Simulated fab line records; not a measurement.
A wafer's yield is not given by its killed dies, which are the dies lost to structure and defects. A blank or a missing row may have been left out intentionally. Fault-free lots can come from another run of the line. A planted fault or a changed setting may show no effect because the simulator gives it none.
Comparing a struck lot with a sound one + flow n5Finfet + 15 out of 1938 route steps
Sound: the wafers L845.1, L845.3, L845.5. Struck: wafer L841.3 (left out: L841.1, L841.5 of the same lot, which were not struck); the cause appears at the end.
Per side, at each step with rows, come the tool, then ch with its chambers, and then its first start. Under that, the readings that differ: sound wafers + struck wafers + difference of the means + sigmas: that difference in standard deviations of wafers without a fault.
alike: readings whose means differ by less than 2 such deviations, and words and numbers that are the same on both sides. not compared: withheld readings, readings that some wafer has no value for, bounds like >300 that may hide the same value, and numbers for which the record gives no deviation and whose values overlap.
The two part at a step that has a row with sigmas, a row that says differs or no value, or rows on one side only. Numbers that don't overlap but have no deviation are shown without sigmas and don't part them. Lack of a reading on every wafer of one side parts them only where that side has two or more wafers.

first, 1 step without rows for these wafers: N5_ILD0_CURE_02 (time 1800 s).
N5_ILD0_CMP_03: polishes, stops on SiNx, t overpolish 1.9 s, target thk 197.38 nm.
  sound on cmp-04 ch 0,1,3, day 7 14:23; struck on cmp-01 ch 2, day 6 15:52
| reading             | sound    | struck | difference | sigmas |
|---------------------|----------|--------|------------|--------|
| timeToEndpointS (s) | 64 64 66 | 78     | +13        | +3     |
  alike: motorCurrentA, overpolishRunS
N5_ILD0_THK_MEAS_04:
  sound on filmMetro-01 at day 7 14:37; struck on filmMetro-01 at day 6 16:05
  alike: thkNm
N5_ILD0_CMP_07: polishes SiO2 flowable, stops on poly-Si, t overpolish 1.18 s, target thk 138.88 nm.
  sound on cmp-04 ch 2,3, day 7 14:38; struck on cmp-01 ch 0, day 6 16:17
  alike: motorCurrentA
N5_ILD0_THK_MEAS_08:
  sound on filmMetro-02 at day 7 14:56; struck on filmMetro-02 at day 6 16:35
  alike: thkNm
then, 1 step without rows for these wafers: N5_ILD0_PRECLEAN_10 (cleans in NF3:NH3, afs cycles 5, time 20 s, sublimation time 60 s).
N5_ILD0_ALD_15: deposits SiNx, target thk 24 nm, pulse time 1 s, ald cycles 480.
  sound on aldSin-04 ch 0,1,3, day 7 15:41; struck on aldSin-02 ch 1, day 6 17:18
  alike: heaterPowerW, precursorPulseHeightRel
N5_ILD0_CMP_12: polishes SiNx, stops on poly-Si, t overpolish 6 s, target thk 17.67 nm.
  sound on cmp-04 ch 0,2, day 7 18:13; struck on cmp-04 ch 0, day 6 19:35
| reading            | sound             | struck | difference | sigmas |
|--------------------|-------------------|--------|------------|--------|
| overpolishRunS (s) | 6.003 6.006 6.003 | 5.984  | -0.020     | -2     |
  alike: motorCurrentA, timeToEndpointS
N5_ILD0_THK_MEAS_13:
  sound on filmMetro-01 at day 7 18:31; struck on filmMetro-01 at day 6 19:48
  alike: thkNm
N5_ILD0_INSPECT_06: inspects for defects (darkfield).
  sound on defectInspect-01 at day 7 18:32; struck on defectInspect-02 at day 6 19:49
  alike: rawDefectCount
N5_SDB_HM_DEP_00: deposits SiNx from SiH4/NH3/N2, target thk 40 nm, time 35.3 s.
  sound on pecvd-03 ch 0,2, day 7 18:35; struck on pecvd-02 ch 0, day 6 19:52
  alike: heaterPowerW, rfFwdPowerW, showerheadPlenumPTorr, throttleValvePct
then, 1 step without rows for these wafers: N5_SDB_COAT_03 (time 60 s, resist thk 100 nm).
N5_SDB_COAT_04: time 60 s, resist thk 18 nm.
  sound on lithoTrack-02 ch 0, day 7 18:40; struck on lithoTrack-05 ch 0, day 6 19:57
| reading        | sound             | struck | difference | sigmas |
|----------------|-------------------|--------|------------|--------|
| runLengthS (s) | 66.74 66.60 66.52 | 76.85  | +10.23     | +51    |
  alike: plateTempC
then, 1 step without rows for these wafers: N5_SDB_COAT_05 (resist thk 90 nm).
-- the record jumps here: 5 days lie between the struck wafers' starts before and after (it left off in module SDB and takes up again in module BEOL_M4, whose first step shown is number 1111 of the route) --
N5_BEOL_M4_RC_MEAS_101:
  sound on prober-02 ch 0, day 14 20:38; struck on prober-02 ch 0, day 12 05:09
| reading       | sound          | struck | difference | sigmas |
|---------------|----------------|--------|------------|--------|
| ION_N (uA/um) | 675 677 674    | 654    | -21        | -2     |
| SS_N (mV/dec) | 71.5 71.8 71.1 | 70.3   | -1.2       | -2     |
| SS_P (mV/dec) | 72.9 73.6 73.8 | 72.2   | -1.2       | -2     |
  alike: DIBL_N, DIBL_P, IOFF_N, IOFF_P, ION_P, VT_N, VT_P

== WHERE THEY PART ==
Earliest at N5_ILD0_CMP_03; latest, in this record, at N5_BEOL_M4_RC_MEAS_101.

WHY: what had been put in by the simulator
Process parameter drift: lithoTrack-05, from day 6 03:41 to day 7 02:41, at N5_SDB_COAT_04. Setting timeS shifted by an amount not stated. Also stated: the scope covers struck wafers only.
